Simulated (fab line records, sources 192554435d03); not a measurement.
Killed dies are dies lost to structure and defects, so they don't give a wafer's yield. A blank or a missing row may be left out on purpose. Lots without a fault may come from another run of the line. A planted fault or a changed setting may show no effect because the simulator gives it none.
fab line records | flow n5_finfet | part 2 of 2: steps 23 to 32 of 32
record lots=5 wafers=15 last_day=19
route steps=1938 shown MOL_CONTACT_COAG@564
lots that met no fault: from a run of the same line without faults
start_h: hours from the record's first day to the start of the lot's first wafer shown | wait_h: hours since the lot's step before | " the same as in the row above | L1.1+2: a row that stands for several wafers | - no value, or no start given | * or withheld: withheld | < > ~ a bound
route shown NAME@n: a module of which the file shows steps, and the number in the route of the first | usual: mean/standard deviation of fault-free wafers | same: alike in all rows | chamber/n: place in a boat | sites: the reading at each site | _std_site: their standard deviation | _edge_site: outer sites' mean less inner sites' | radius_mm: how far each site lies from the wafer's centre | mask NAME#n: copy n | behind: the tool/chamber that last shaped the wafer | hold: why the lot was held/for how many hours/how that ended | device: the transistor (n, p or np) that didn't switch | end of line: the same wafers' tests at the end of the route | a step without rows: its recipe alone | killed: dies lost to structure and defects at the first sort, not the wafer's yield | map: a wafer's dies, x killed, . not, _ none there
set.NAME: the setting as run; set.NAME@STEP: as run at that earlier step | model.NAME: the simulator's own value behind a step, which no gauge read
lots at some steps of the route; a table a step, a row a wafer
services: from which hour (start_h, from the record's first day; less than 0 if before it) a tool's chamber was out of use, for how many hours, and why
## steps
# step N5_MOL_CONTACT_COAG_VIA_ETCH_46
# recipe chemistry=C4F6/O2 target_depth_a=460 overetch_a=92 mask_material=SOC target=SiO2 bias_w=455 pressure_mtorr=10 time_s=40 source_w=325 Ar_flow_sccm=300 C4F6_flow_sccm=10 O2_flow_sccm=10 ion_energy_ev=575.3 ends=end_point
# usual drypump_motor_current_A=5.7/0.4 oes_product_au=0.71/0.087 rf_vpp_V=1576/13 showerhead_plenum_p_Torr=2.81/0.082 throttle_valve_pct=41.0/0.31
# columns lot.wafer tool chamber start_h wait_h drypump_motor_current_A oes_product_au rf_hours_counter_h rf_vpp_V showerhead_plenum_p_Torr throttle_valve_pct
L085.1 rie_diel-06 3 165.19 0.0 4.9 0.63 234 1600 2.81 41.7
L085.4 " 1 " " 5.8 0.69 135 1572 2.74 41.1
L085.6 " 0 " " 5.7 0.64 - 1593 2.80 41.1
L091.1 rie_diel-06 2 204.54 0.0 5.6 0.72 106 1577 2.85 40.7
L091.3 " 0 " " 5.7 0.88 0 1594 2.80 41.0
L091.6 " 2 " " 5.6 0.72 - 1575 2.85 40.7
L093.2 rie_diel-06 0 217.57 0.0 5.7 0.84 5 1593 2.80 41.0
L093.3 " 2 " " 5.5 0.71 111 1575 2.85 40.7
L093.6 " 2 " " 5.5 0.72 - 1575 2.85 40.7
L094.3 rie_diel-03 1 228.66 0.0 5.5 0.88 1 1578 2.79 41.0
L094.5 " 1 " " 5.5 0.89 - 1578 2.79 41.0
L094.6 " 2 " " 5.8 0.79 - 1587 3.00 40.8
L095.1 rie_diel-06 2 232.28 0.0 5.6 0.69 118 1576 2.85 40.7
L095.2 " 3 " " 4.9 0.86 3 1600 2.80 41.3
L095.5 " 1 " " 5.8 0.67 - 1570 2.73 41.1
# step N5_MOL_CONTACT_COAG_STRIP_96
# recipe chemistry=N2/H2 power_w=500 temp_c=40 pressure_mtorr=50 rf_frequency_hz=6e+07 overash_fraction=0.3 bias_power_w=28 h2_frac=0.5 n2_flow_sccm=300 h2_flow_sccm=300
# usual drypump_motor_current_A=5.7/0.4 oes_product_au=0.79/0.1 rf_vpp_V=121.6/1.1 showerhead_plenum_p_Torr=3.32/0.098 throttle_valve_pct=19.2/0.32
# columns lot.wafer tool chamber start_h wait_h drypump_motor_current_A oes_product_au rf_hours_counter_h rf_vpp_V showerhead_plenum_p_Torr throttle_valve_pct
L085.1 rie_diel-06 3 165.26 0.0 4.9 0.68 234 122.1 3.31 19.7
L085.4 " 1 " " 5.8 0.76 135 120.7 3.23 19.0
L085.6 " 0 " " 5.7 0.71 - 122.3 3.31 19.2
L091.1 rie_diel-06 2 204.60 0.0 5.6 0.80 106 120.2 3.39 19.3
L091.3 " 0 " " 5.7 1.01 0 122.7 3.30 18.8
L091.6 " 2 " " 5.5 0.78 - 122.4 3.39 19.2
L093.2 rie_diel-06 0 217.64 0.0 5.7 0.96 5 122.4 3.30 18.8
L093.3 " 2 " " 5.5 0.79 111 120.8 3.39 19.3
L093.6 " 2 " " 5.5 0.79 - 121.6 3.39 19.3
L094.3 rie_diel-03 1 228.73 0.0 5.5 1.00 1 121.5 3.30 19.2
L094.5 " 1 " " 5.5 1.01 - 122.8 3.30 19.2
L094.6 " 2 " " 5.8 0.88 - 122.0 3.55 19.1
L095.1 rie_diel-06 2 232.35 0.0 5.6 0.78 118 121.9 3.38 19.3
L095.2 " 3 " " 4.9 1.01 3 121.8 3.30 19.3
L095.5 " 1 " " 5.8 0.75 - 120.8 3.22 19.1
# step N5_MOL_CONTACT_COAG_ETCH_47
# recipe chemistry=CH3F/O2 target=SiNx target_depth_a=270 mask_material=SiO2 stop_on=W over_etch_frac=0.2 ion_energy_ev=120 endpoint=OES-CN pressure_mtorr=30 source_w=395 bias_w=73 Ar_flow_sccm=150 CH3F_flow_sccm=30 O2_flow_sccm=20 ends=end_point
# usual drypump_motor_current_A=5.7/0.4 etch_rf_on_time_s=31.3/0.5 oes_product_au=0.71/0.093 rf_vpp_V=295.4/2.9 showerhead_plenum_p_Torr=1.98/0.06 throttle_valve_pct=16.44/0.27
# columns lot.wafer tool chamber start_h wait_h drypump_motor_current_A etch_rf_on_time_s oes_product_au rf_hours_counter_h rf_vpp_V showerhead_plenum_p_Torr throttle_valve_pct
L085.1 rie_diel-06 3 165.30 0.0 4.9 31.9 0.62 234 299.4 1.98 16.91
L085.4 " 1 " " 5.8 31.3 0.69 135 295.1 1.93 16.53
L085.6 " 0 " " 5.7 31.6 0.63 - 299.3 1.97 16.69
L091.1 rie_diel-06 2 204.64 0.0 5.5 31.4 0.71 107 296.2 2.01 16.17
L091.3 " 0 " " 5.8 31.3 0.87 0 300.0 1.97 16.21
L091.6 " 2 " " 5.5 31.0 0.71 - 294.6 2.01 16.16
L093.2 rie_diel-06 0 217.68 0.0 5.7 30.2 0.86 5 299.6 1.97 16.23
L093.3 " 2 " " 5.5 30.8 0.71 111 297.3 2.01 16.18
L093.6 " 2 " " 5.6 31.1 0.70 - 294.0 2.01 16.17
L094.3 rie_diel-03 1 228.77 0.0 5.5 31.0 0.89 1 296.5 1.96 16.36
L094.5 " 1 " " 5.4 31.0 0.89 - 295.8 1.96 16.35
L094.6 " 2 " " 5.8 31.2 0.79 - 298.2 2.12 16.22
L095.1 rie_diel-06 2 232.39 0.0 5.5 31.5 0.70 118 295.8 2.01 16.18
L095.2 " 3 " " 4.9 30.2 0.91 3 300.2 1.97 16.44
L095.5 " 1 " " 5.8 31.2 0.66 - 294.2 1.92 16.59
# step N5_MOL_CONTACT_COAG_STRIP_119
# recipe chemistry=N2/H2 time_s=30 power_w=1000 temp_c=250 pressure_mtorr=withheld n2_flow_sccm=1750 h2_flow_sccm=3250
# usual drypump_motor_current_A=6.0/0.38 heater_power_w=321/48
# columns lot.wafer tool chamber start_h wait_h drypump_motor_current_A heater_power_w rf_hours_counter_h
L085.1 plasma_asher-01 0 165.38 0.1 5.7 258 93
L085.4 " 0 " " 5.7 268 -
L085.6 " 0 " " 5.7 264 -
L091.1 plasma_asher-02 0 204.72 0.1 6.1 389 68
L091.3 " 0 " " 6.1 376 -
L091.6 " 1 " " 6.5 290 -
L093.2 plasma_asher-01 1 217.76 0.1 5.4 343 103
L093.3 " 0 " " 5.7 261 -
L093.6 " 0 " " 5.7 260 -
L094.3 plasma_asher-02 1 228.87 0.1 6.5 285 -
L094.5 " 0 " " 6.1 369 -
L094.6 " 1 " " 6.4 297 -
L095.1 plasma_asher-01 0 232.47 0.1 5.7 263 106
L095.2 " 1 " " 5.5 341 106
L095.5 " 1 " " 5.5 342 -
# step N5_MOL_CONTACT_COAG_PRECLEAN_144
# recipe chemistry=alkaline_clean temp_c=60 time_s=60 do_ppb=50
# columns lot.wafer tool chamber start_h wait_h
L085.1+4+6 wet_bench-01 0,6,7 165.47 0.1
L091.1+3+6 wet_bench-01 0,7,6 204.81 0.1
L093.2+3+6 wet_bench-05 5,1,6 217.85 0.1
L094.3+5+6 wet_bench-01 5,1,2 228.93 0.0
L095.1+2+5 wet_bench-05 5,1,2 232.56 0.1
# step N5_MOL_CONTACT_COAG_SRD_145
# recipe dry=ipa_marangoni time_s=30 temp_c=23 rinse_liquid=diw
# columns lot.wafer tool chamber start_h wait_h
L085.1+4+6 wet_bench-01 0,6,7 165.49 0.0
L091.1+3+6 wet_bench-01 0,7,6 204.83 0.0
L093.2+3+6 wet_bench-05 5,1,6 217.87 0.0
L094.3+5+6 wet_bench-01 5,1,2 228.95 0.0
L095.1+2+5 wet_bench-05 5,1,2 232.58 0.0
# step N5_MOL_CONTACT_COAG_CD_MEAS_137
# recipe target_cd_nm=16
# usual cd_nm=16.03/0.25
# columns lot.wafer tool chamber start_h wait_h cd_nm
L085.1 cd_sem-01 - 165.53 0.0 16.09
L085.4 " - " " 15.87
L085.6 " - " " 15.88
L091.1 cd_sem-03 - 204.87 0.0 16.31
L091.3 " - " " 16.08
L091.6 " - " " 15.54
L093.2 cd_sem-02 - 217.91 0.0 16.27
L093.3 " - " " 16.62
L093.6 " - " " 16.12
L094.3 cd_sem-02 - 229.00 0.0 15.90
L094.5 " - " " 15.96
L094.6 " - " " 15.53
L095.1 cd_sem-03 - 232.62 0.0 15.97
L095.2 " - " " 16.33
L095.5 " - " " 16.12
# step N5_MOL_CONTACT_COAG_COAT_62
# recipe resist=SOC temp_c=250 time_s=60 spin_rpm=1500 resist_thk_nm=60
# columns lot.wafer tool chamber start_h wait_h
L085.1+4+6 litho_track-03 0 165.56 0.0
L091.1+3+6 litho_track-03 0 204.91 0.0
L093.2+3+6 litho_track-03 0 217.94 0.0
L094.3+5+6 litho_track-02 0 229.03 0.0
L095.1+2+5 litho_track-02 0 232.65 0.0
# step N5_MOL_CONTACT_COAG_COAT_63
# recipe resist=SiARC temp_c=220 time_s=60 spin_rpm=1500 resist_thk_nm=10
# columns lot.wafer tool chamber start_h wait_h
L085.1+4+6 litho_track-03 0 - -
L091.1+3+6 litho_track-03 0 - -
L093.2+3+6 litho_track-03 0 - -
L094.3+5+6 litho_track-02 0 - -
L095.1+2+5 litho_track-02 0 - -
# step N5_MOL_CONTACT_COAG_COAT_64
# recipe resist=underlayer temp_c=205 time_s=60 spin_rpm=1500 resist_thk_nm=10
# columns lot.wafer tool chamber start_h wait_h
L085.1+4+6 litho_track-03 0 - -
L091.1+3+6 litho_track-03 0 - -
L093.2+3+6 litho_track-03 0 - -
L094.3+5+6 litho_track-02 0 - -
L095.1+2+5 litho_track-02 0 - -
## services
# columns tool chamber start_h hours kind
ald_sin-01 2 156.01 1.6 repair
rie_diel-05 - 156.79 2.8 pm
euv_scanner-02 - 162.33 1.0 pm
euv_scanner-01 - 165.04 1.0 pm
rie_diel-03 2 170.07 2.4 repair
ald_sin-03 2 183.02 6.6 repair
ald_sin-01 - 185.91 6.0 pm
rie_diel-06 0 187.27 - clean
rie_diel-06 0 187.27 - consumable_replace:focus_ring
rie_diel-06 0 187.27 16.8 scheduled_down
rie_diel-06 0 187.27 16.8 vent_cycle
euv_scanner-02 - 193.36 0.2 repair
rie_diel-06 3 204.37 - clean
rie_diel-06 3 204.37 - consumable_replace:focus_ring
rie_diel-06 3 204.37 20.5 scheduled_down
rie_diel-06 3 204.37 20.5 vent_cycle
rie_diel-03 1 211.56 - clean
rie_diel-03 1 211.56 - consumable_replace:focus_ring
plasma_asher-02 - 215.29 1.6 repair
euv_scanner-02 - 218.48 1.0 pm
euv_scanner-01 - 221.19 1.0 pm
rie_diel-05 - 223.81 28.1 pm
euv_scanner-01 - 224.48 3.7 repair
litho_track-03 - 232.60 - consumable_replace:filter
